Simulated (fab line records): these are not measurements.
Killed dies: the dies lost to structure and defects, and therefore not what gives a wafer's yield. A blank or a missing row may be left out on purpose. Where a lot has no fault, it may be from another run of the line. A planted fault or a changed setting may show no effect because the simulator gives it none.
fab line records    flow n5Finfet
record: lots: 6  wafers: 18  lastDay: 19
route steps=1938 shown BEOL_M8@1386
lots with no fault: from the same line, run without faults
startH: start of the lot's first displayed wafer, in hours after the record's first day    waitH: hours since the lot's step before    " repeats the value in the row above    L1.1+2: a single row standing in for several wafers    - no value, or no start given    * or withheld: withheld    < > ~ a bound
route shown NAME@n: a module of which the file shows steps, and the number in the route of the first    usual: mean/standard deviation of fault-free wafers    same: alike in all rows    chamber/n: place in a boat    sites: per-site readings    _std_site: their standard deviation    _edge_site: outer sites' mean less inner sites'    radiusMm: how far each site lies from the wafer's centre    mask NAME#n: copy n    behind: tool/chamber where the wafer was last shaped    hold: the reason the lot was held/the length of the hold in hours/how it ended    device: the n, p or np transistor that did not switch    end of line: tests run on the same wafers once the route is complete    where a step has no rows: the recipe by itself    killed: the dies lost at the first sort to structure and to defects; this is not the yield of the wafer    map: per-die view of a wafer (x killed, . not killed, _ where there is no die)
set.NAME: the setting the step ran with; set.NAME@STEP: the setting that earlier step ran with    model.NAME: the simulator's own value behind a step, which no gauge read
a table for each step, a row for each wafer; lots at some steps of the route
services: from which hour (startH, from the record's first day; less than 0 if before it) a tool's chamber was out of use, for how many hours, and why
== steps ==
step: N5_BEOL_M8_CURE_75
recipe: tempC: 370  timeS: 120  ambient: DMADMS/He  material: SiCOH_lowk
step: N5_BEOL_M8_DEGAS_44
recipe: ambient: vacuum  tempC: 250  timeS: 60
usual: heaterPowerW: 315/38
lot.wafer  tool           chamber  startH  waitH  heaterPowerW
L827.2     pvdSputter-02  -        230.30  0.4    320
L827.3     "              -        "       "      352
L827.4     "              -        "       "      308
L828.1     pvdSputter-01  -        261.70  0.3    359
L828.4     "              -        "       "      310
L828.6     "              -        "       "      351
L831.1     pvdSputter-01  -        262.27  0.4    306
L831.2     "              -        "       "      360
L831.4     "              -        "       "      285
L835.1     pvdSputter-01  -        297.08  0.4    311
L835.3     "              -        "       "      288
L835.4     "              -        "       "      303
L839.1     pvdSputter-01  -        324.20  1.2    353
L839.3     "              -        "       "      289
L839.4     "              -        "       "      311
L844.1     pvdSputter-02  -        380.68  0.4    313
L844.2     "              -        "       "      285
L844.6     "              -        "       "      317
step: N5_BEOL_M8_PRE_CLEAN_45
recipe: gas: H2/He  timeS: 30  tempC: 250
usual: heaterPowerW: 314/37
lot.wafer  tool           chamber  startH  waitH  heaterPowerW
L827.2     pvdSputter-02  -        230.34  0.0    318
L827.3     "              -        "       "      347
L827.4     "              -        "       "      304
L828.1     pvdSputter-01  -        261.74  0.0    347
L828.4     "              -        "       "      311
L828.6     "              -        "       "      347
L831.1     pvdSputter-01  -        262.31  0.0    309
L831.2     "              -        "       "      364
L831.4     "              -        "       "      281
L835.1     pvdSputter-01  -        297.12  0.0    319
L835.3     "              -        "       "      284
L835.4     "              -        "       "      290
L839.1     pvdSputter-01  -        324.24  0.0    356
L839.3     "              -        "       "      294
L839.4     "              -        "       "      310
L844.1     pvdSputter-02  -        380.72  0.0    298
L844.2     "              -        "       "      285
L844.6     "              -        "       "      314
step: N5_BEOL_M8_ALD_77
recipe: material: TaN  targetThkA: 20  tempC: 275  aldPrecursorFamily: PDMAT  aldCoReactant: NH3  pressureTorr: 3  carrierFlowSccm: 1500  pulseTimeS: 2  purgeTimeS: 3  coReactantPurgeTimeS: 2  coReactantPulseTimeS: 3  aldCycles: 40  precursorVesselTempC: 75  precursorVesselPressureTorr: 26.25  precursorVesselCarrierSccm: 1000
step: N5_BEOL_M8_SURFACE_TREAT_79
recipe: gas: Ar  timeS: *  ionEnergyEv: *  ionCurrentMaCm2: 0.5  pressureMtorr: *  arFlowSccm: 30
usual: throttleValvePct: *
lot.wafer  tool           chamber  startH  waitH  throttleValvePct
L827.2     pvdSputter-03  -        230.69  0.2    *
L827.3     "              -        "       "      *
L827.4     "              -        "       "      *
L828.1     pvdSputter-01  -        262.09  0.2    *
L828.4     "              -        "       "      *
L828.6     "              -        "       "      *
L831.1     pvdSputter-02  -        262.80  0.3    *
L831.2     "              -        "       "      *
L831.4     "              -        "       "      *
L835.1     pvdSputter-03  -        297.60  0.3    *
L835.3     "              -        "       "      *
L835.4     "              -        "       "      *
L839.1     pvdSputter-01  -        324.98  0.3    *
L839.3     "              -        "       "      *
L839.4     "              -        "       "      *
L844.1     pvdSputter-02  -        381.30  0.4    *
L844.2     "              -        "       "      *
L844.6     "              -        "       "      *
step: N5_BEOL_M8_CVD_78
recipe: material: Co  targetThkA: 20  tempC: withheld  precursor: CCTBA/H2  pressureTorr: 30  timeS: 142.3
step: N5_BEOL_M8_SPUTTER_48
recipe: material: Cu  targetThkA: 100  tempC: -20  biasV: 60  powerW: 26000  chamberPressurePa: 0.13  timeS: 1.667
step: N5_BEOL_M8_ECD_50
recipe: material: Cu  targetThkA: 3000
step: N5_BEOL_M8_ANNEAL_51
recipe: tempC: 225  timeS: 90  ambient: N2
usual: annealTempC: 225.00/0.16  wafer_temp_C_max: 225.9/0.34
lot.wafer  tool          chamber  startH  waitH  annealTempC  wafer_temp_C_max
L827.2     rtpAnneal-02  0        231.23  0.1    224.70       226.4
L827.3     "             0        "       "      224.70       226.2
L827.4     "             0        "       "      224.77       225.9
L828.1     rtpAnneal-01  0        262.90  0.4    224.76       225.9
L828.4     "             0        "       "      224.87       226.1
L828.6     "             0        "       "      224.94       225.6
L831.1     rtpAnneal-01  0        263.44  0.3    225.01       226.1
L831.2     "             0        "       "      224.87       225.8
L831.4     "             0        "       "      225.09       225.5
L835.1     rtpAnneal-02  0        298.48  0.5    225.00       226.0
L835.3     "             0        "       "      225.03       226.1
L835.4     "             0        "       "      225.07       226.1
L839.1     rtpAnneal-02  0        325.55  0.1    224.90       225.8
L839.3     "             0        "       "      225.14       225.7
L839.4     "             0        "       "      224.90       226.3
L844.1     rtpAnneal-01  0        382.61  0.6    225.01       225.8
L844.2     "             0        "       "      225.02       226.0
L844.6     "             0        "       "      224.90       225.9
step: N5_BEOL_M8_CMP_52
recipe: stopOn: SiCOH_lowk  tOverpolishS: 6.9  downForcePsi: 1  platenRpm: 50  clearingPlatenDownForcePsi: 1.5  clearingPlatenRpm: 50  postCmpClean: cuAlkaline  targetThkNm: 80  clearingPlatenPadVelocityMS: 0.99484  padVelocityMS: 0.99484
usual: barrierFieldEndpointS: 28.9/0.68  headPressurePsi: 0.9998/0.0022  motorCurrentA: 6.0/0.42  overpolishRunS: 6.901/0.0082  timeToEndpointS: 61.8/2.3
lot.wafer  tool    chamber  startH  waitH  barrierFieldEndpointS  headPressurePsi  motorCurrentA  overpolishRunS  timeToEndpointS
L827.4     cmp-01  3        231.48  0.1    28.8                   0.9978           5.9            6.899           59.8
L827.3     "       1        "       "      28.7                   0.9968           5.7            6.899           61.9
L827.2     "       2        "       "      29.6                   0.9994           5.9            6.900           64.7
L828.1     cmp-02  1        263.25  0.3    27.6                   1.0006           5.7            6.897           61.0
L828.4     "       3        "       "      28.1                   0.9970           6.0            6.903           62.5
L828.6     "       0        "       "      28.6                   0.9975           5.5            6.900           61.0
L831.2     cmp-02  1        263.79  0.3    28.5                   0.9978           5.5            6.912           60.5
L831.1     "       2        "       "      28.5                   1.0004           6.0            6.899           60.8
L831.4     "       3        "       "      29.7                   1.0012           5.8            6.889           61.7
L835.4     cmp-02  2        298.77  0.1    28.1                   1.0005           5.8            6.904           59.3
L835.3     "       0        "       "      28.4                   0.9975           5.6            6.905           63.4
L835.1     "       1        "       "      28.8                   0.9995           5.7            6.876           61.0
L839.3     cmp-04  3        325.84  0.2    27.5                   0.9994           7.4            6.890           59.4
L839.1     "       1        "       "      28.1                   1.0013           6.3            6.891           59.2
L839.4     "       2        "       "      28.3                   0.9998           6.2            6.899           59.9
L844.2     cmp-01  3        383.14  0.4    29.0                   0.9995           5.8            6.901           61.4
L844.1     "       1        "       "      28.1                   0.9973           5.8            6.900           58.9
L844.6     "       3        "       "      28.9                   0.9995           5.8            6.897           60.5
step: N5_BEOL_M8_THK_MEAS_53
recipe: thkMeasGauge: xrf  reads: Cu_of_BEOL_M8_ECD_50
usual: M8_THK: 79.3/1.7
lot.wafer  tool          chamber  startH  waitH  M8_THK[nm]
L827.2     filmMetro-01  -        231.77  -      75.6
L827.3     "             -        "       "      76.3
L827.4     "             -        "       "      75.1
L828.1     filmMetro-01  -        263.51  -      79.9
L828.4     "             -        "       "      79.0
L828.6     "             -        "       "      79.1
L831.1     filmMetro-02  -        264.05  -      77.9
L831.2     "             -        "       "      77.0
L831.4     "             -        "       "      80.1
L835.1     filmMetro-02  -        299.09  0.1    79.0
L835.3     "             -        "       "      81.4
L835.4     "             -        "       "      79.2
L839.1     filmMetro-01  -        326.14  -      80.8
L839.3     "             -        "       "      78.0
L839.4     "             -        "       "      79.3
L844.1     filmMetro-01  -        383.39  -      79.4
L844.2     "             -        "       "      77.6
L844.6     "             -        "       "      78.6
step: N5_BEOL_M8_PRE_CLEAN_55
recipe: gas: NH3  timeS: 15  tempC: withheld  rfPowerW: 300
step: N5_BEOL_M8_DEP_56
recipe: material: SiCN  targetThkA: 100  tempC: withheld  precursor: 3MS/NH3  pressureTorr: 3  rfW: 202  timeS: 17.5
usual: chamberPressureTorr: 3.000/0.0069  showerheadPlenumPTorr: 3.670/0.009  throttleValvePct: 9.2/0.63
lot.wafer  tool      chamber  startH  waitH  chamberPressureTorr  showerheadPlenumPTorr  throttleValvePct  model.SiCN_of_BEOL_M8_DEP_56.thkNm
L827.2     pecvd-04  0        231.84  0.0    3.007                3.669                  9.8               10
L827.3     "         1        "       "      3.005                3.693                  8.7               10
L827.4     "         0        "       "      2.995                3.675                  9.4               10.2
L828.1     pecvd-03  0        263.57  0.0    2.999                3.665                  10.0              10
L828.4     "         0        "       "      3.003                3.666                  10.1              10
L828.6     "         2        "       "      3.004                3.665                  8.5               10
L831.1     pecvd-03  2        264.11  0.0    3.003                3.672                  8.5               10.4
L831.2     "         0        "       "      2.996                3.669                  10.2              10
L831.4     "         2        "       "      2.999                3.674                  8.4               10.2
L835.1     pecvd-03  1        299.15  0.0    2.988                3.666                  9.0               10.2
L835.3     "         0        "       "      2.997                3.664                  10.0              9.8
L835.4     "         2        "       "      2.996                3.660                  8.5               10.2
L839.1     pecvd-02  0        326.20  0.0    3.004                3.678                  10.0              10
L839.3     "         2        "       "      3.002                3.664                  8.4               10
L839.4     "         2        "       "      3.001                3.683                  8.6               10.4
L844.1     pecvd-03  1        383.46  0.0    2.998                3.669                  8.9               10
L844.2     "         2        "       "      2.984                3.674                  8.5               10.2
L844.6     "         0        "       "      3.004                3.668                  9.9               10.4
step: N5_BEOL_M8_RS_MEAS_57
recipe: thkMeasGauge: four-point-probe  reads: Cu_of_BEOL_M8_ECD_50+Co_of_BEOL_M8_CVD_78+TaN_of_BEOL_M8_ALD_77
usual: M8_RS: 0.291/0.0071
lot.wafer  tool          chamber  startH  waitH  M8_RS[ohm/sq]
L827.2     filmMetro-02  -        231.91  0.1    0.303
L827.3     "             -        "       "      0.299
L827.4     "             -        "       "      0.304
L828.1     filmMetro-02  -        263.64  0.1    0.292
L828.4     "             -        "       "      0.296
L828.6     "             -        "       "      0.295
L831.1     filmMetro-01  -        264.18  0.1    0.295
L831.2     "             -        "       "      0.301
L831.4     "             -        "       "      0.289
L835.1     filmMetro-02  -        299.22  0.1    0.294
L835.3     "             -        "       "      0.283
L835.4     "             -        "       "      0.292
L839.1     filmMetro-01  -        326.27  0.1    0.285
L839.3     "             -        "       "      0.298
L839.4     "             -        "       "      0.292
L844.1     filmMetro-01  -        383.52  0.1    0.288
L844.2     "             -        "       "      0.296
L844.6     "             -        "       "      0.293
== services ==
tool          chamber  startH  hours  kind
cmp-01        -        225.37  0.7    repair
cmp-04        -        245.63  0.6    repair
pecvd-02      2        255.76  6.7    repair
rtpAnneal-01  -        258.67  1.0    pm
cmp-04        -        264.61  6.3    pm
pecvd-03      1        271.19  2.1    repair
cmp-04        -        273.00  2.2    repair
cmp-01        -        275.16  0.4    repair
pecvd-03      0        276.97  8.1    repair
cmp-02        -        289.28  0.3    repair
pecvd-04      -        289.99  14.6   pm
cmp-04        -        300.11  4.0    pm
cmp-02        -        301.15  0.9    repair
cmp-01        -        304.45  6.7    pm
pecvd-04      -        309.82  0.5    repair
cmp-01        -        312.79  1.2    repair
cmp-02        -        329.36  0.8    repair
cmp-02        -        340.27  8.9    pm
cmp-01        -        345.68  4.3    repair
cmp-02        -        351.37  2.5    repair
cmp-02        -        355.12  0.5    repair
pecvd-04      2        358.74  6.5    repair
cmp-02        -        380.95  4.0    pm
pecvd-02      0        381.77  2.6    repair
== key ==
firstSign none at tools or gauges
modelEffect: step: N5_BEOL_M8_DEP_56  value: SiCN_of_BEOL_M8_DEP_56.thkNm  without: 9.9  struck: 10.3
metAt N5_BEOL_M8_DEP_56
struckWafers L831.1,L835.1
onsetBetween 263.57 264.11
fault: kind: processParameterDrift  tool: pecvd-03  chamber: -  onsetH: 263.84  steps: N5_BEOL_M8_DEP_56  channel: timeS  offset: *  shape: step  endH: 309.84  scope: struckWafersOnly  actsIn: *  stated: *
